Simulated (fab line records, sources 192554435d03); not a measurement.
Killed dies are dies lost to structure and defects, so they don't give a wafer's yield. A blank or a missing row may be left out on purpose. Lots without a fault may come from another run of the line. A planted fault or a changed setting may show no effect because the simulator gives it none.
Chamber matching | flow n5_finfet | N5_MOL_CONTACT_COAG_CMP_52 on cmp-02: 4 sister chambers
The step polishes, stops on SiO2, t overpolish 1.5 s, target thk 66.5 nm. 8 wafers are shown with their chamber, then 12 later ones without.

WAFERS WITH THEIR CHAMBER
wafer  | chamber | motor_current_A (A) | platen_rpm (rpm)
L080.6 | 0       | 11.4                | 50.30
L082.6 | 0       | 11.9                | 50.30
L085.4 | 2       | 11.4                | 50.26
L089.3 | 1       | 13.7                | 50.29
L089.6 | 3       | 12.6                | 50.31
L091.1 | 1       | 13.4                | 50.29
L091.5 | 2       | 10.6                | 50.31
L091.6 | 3       | 13.0                | 50.30

WAFERS WITHOUT THEIR CHAMBER
wafer  | motor_current_A (A) | platen_rpm (rpm)
L092.1 | 13.3                | 50.29
L092.2 | 11.6                | 50.23
L092.3 | 12.8                | 50.32
L093.1 | 12.7                | 50.29
L093.2 | 11.8                | 50.28
L093.4 | 10.7                | 50.29
L095.1 | 13.4                | 50.30
L095.4 | 11.3                | 50.29
L095.6 | 12.8                | 50.29
L097.3 | 11.3                | 50.29
L097.4 | 11.2                | 50.29
L097.5 | 10.8                | 50.30

WHICH CHAMBER EACH WENT THROUGH
wafer  | from the rows above          | in truth
L092.1 | can't be placed: 1 or 3      | 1
L092.2 | can't be placed: 2 or 0 or 3 | 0
L092.3 | can't be placed: 3 or 1      | 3
L093.1 | can't be placed: 3 or 1 or 0 | 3
L093.2 | can't be placed: 0 or 2 or 3 | 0
L093.4 | can't be placed: 2 or 0      | 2
L095.1 | can't be placed: 1 or 3      | 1
L095.4 | can't be placed: 2 or 0      | 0
L095.6 | can't be placed: 3 or 1      | 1
L097.3 | can't be placed: 2 or 0      | 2
L097.4 | can't be placed: 2 or 0      | 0
L097.5 | can't be placed: 2 or 0      | 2
Placed correctly: 0 of 12. Can't be placed from these rows: 12 (the true chamber is among the candidates in 12). Placed wrongly: 0.
How it was worked out, from the rows above alone: a wafer's distance from a chamber is the root of the sum, over the readings, of the square of ((its reading less the chamber's mean) divided by the reading's scatter). The wafer belongs to the nearest chamber; if the next one is less than 2 further off, it can't be placed. A chamber's mean is the mean of its shown wafers. The scatter: the root of (the sum of the squares of (reading less its chamber's mean) over the shown wafers, divided by (wafers less chambers)).
